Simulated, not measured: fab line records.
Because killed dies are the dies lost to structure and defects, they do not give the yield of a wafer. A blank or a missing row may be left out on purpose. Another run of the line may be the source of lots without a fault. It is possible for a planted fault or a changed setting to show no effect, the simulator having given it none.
Matching of chambers / flow n5 finfet / 4 sister chambers for N5_BEOL_M4_ETCH_77 on rie diel-01
The step etches underlayer in N2/H2, target depth 6.5 nm, time 5.2 s. 14 wafers are shown with their chamber, then 7 later ones without.

EACH WAFER AND ITS CHAMBER
wafer=L074.1; chamber=2; showerhead plenum p Torr (Torr)=2.52; etch rf on time s (s)=5.26; throttle valve pct (%)=17.81
wafer=L074.2; chamber=1; showerhead plenum p Torr (Torr)=2.52; etch rf on time s (s)=5.17; throttle valve pct (%)=17.89
wafer=L074.3; chamber=3; showerhead plenum p Torr (Torr)=2.45; etch rf on time s (s)=4.98; throttle valve pct (%)=18.07
wafer=L081.1; chamber=2; showerhead plenum p Torr (Torr)=2.51; etch rf on time s (s)=5.35; throttle valve pct (%)=17.83
wafer=L081.4; chamber=1; showerhead plenum p Torr (Torr)=2.51; etch rf on time s (s)=5.17; throttle valve pct (%)=17.91
wafer=L081.6; chamber=2; showerhead plenum p Torr (Torr)=2.51; etch rf on time s (s)=5.33; throttle valve pct (%)=17.85
wafer=L086.1; chamber=3; showerhead plenum p Torr (Torr)=2.44; etch rf on time s (s)=5.02; throttle valve pct (%)=18.07
wafer=L086.4; chamber=2; showerhead plenum p Torr (Torr)=2.51; etch rf on time s (s)=5.36; throttle valve pct (%)=17.86
wafer=L086.5; chamber=0; showerhead plenum p Torr (Torr)=2.45; etch rf on time s (s)=5.20; throttle valve pct (%)=17.64
wafer=L090.1; chamber=3; showerhead plenum p Torr (Torr)=2.44; etch rf on time s (s)=5.12; throttle valve pct (%)=18.09
wafer=L090.2; chamber=1; showerhead plenum p Torr (Torr)=2.51; etch rf on time s (s)=5.15; throttle valve pct (%)=17.48
wafer=L090.3; chamber=2; showerhead plenum p Torr (Torr)=2.50; etch rf on time s (s)=5.41; throttle valve pct (%)=17.86
wafer=L094.1; chamber=3; showerhead plenum p Torr (Torr)=2.43; etch rf on time s (s)=5.06; throttle valve pct (%)=18.11
wafer=L094.4; chamber=0; showerhead plenum p Torr (Torr)=2.44; etch rf on time s (s)=5.18; throttle valve pct (%)=17.68

SIGNATURES (means of the wafers above)
reading=showerhead plenum p Torr; chamber 0=2.4450; chamber 1=2.5133; chamber 2=2.5100; chamber 3=2.4400; scatter within a chamber=0.00719
reading=etch rf on time s; chamber 0=5.1900; chamber 1=5.1633; chamber 2=5.3420; chamber 3=5.0450; scatter within a chamber=0.048
reading=throttle valve pct; chamber 0=17.6600; chamber 1=17.7600; chamber 2=17.8420; chamber 3=18.0850; scatter within a chamber=0.11
Rule: a wafer's distance from a chamber is the root of the sum, over the readings, of the square of ((its reading less the chamber's mean) divided by the reading's scatter). If the next closest chamber is less than 2 further off than the closest, the wafer can't be placed; otherwise it belongs to the closest. How the scatter is found: for the shown wafers, subtract from each reading the mean of its chamber, square and add these, divide the total by (wafers less chambers), then take the root.

WAFERS WHOSE CHAMBER IS MISSING
wafer=L094.6; showerhead plenum p Torr (Torr)=2.50; etch rf on time s (s)=5.30; throttle valve pct (%)=17.92
wafer=L095.2; showerhead plenum p Torr (Torr)=2.50; etch rf on time s (s)=5.15; throttle valve pct (%)=17.49
wafer=L095.3; showerhead plenum p Torr (Torr)=2.43; etch rf on time s (s)=5.08; throttle valve pct (%)=18.10
wafer=L095.6; showerhead plenum p Torr (Torr)=2.44; etch rf on time s (s)=5.21; throttle valve pct (%)=17.66
wafer=L096.1; showerhead plenum p Torr (Torr)=2.50; etch rf on time s (s)=5.06; throttle valve pct (%)=17.51
wafer=L096.2; showerhead plenum p Torr (Torr)=2.43; etch rf on time s (s)=5.03; throttle valve pct (%)=18.15
wafer=L096.5; showerhead plenum p Torr (Torr)=2.43; etch rf on time s (s)=5.01; throttle valve pct (%)=18.07

WHICH CHAMBER EACH WENT THROUGH
wafer=L094.6; from the rows above=can't be placed: 2 or 1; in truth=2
wafer=L095.2; from the rows above=1; in truth=1
wafer=L095.3; from the rows above=3; in truth=3
wafer=L095.6; from the rows above=0; in truth=0
wafer=L096.1; from the rows above=1; in truth=1
wafer=L096.2; from the rows above=3; in truth=3
wafer=L096.5; from the rows above=3; in truth=3
6 of 7 placed correctly. Not placeable from these rows: 1 (in 1, the candidates include the true chamber). Wrongly placed: 0.
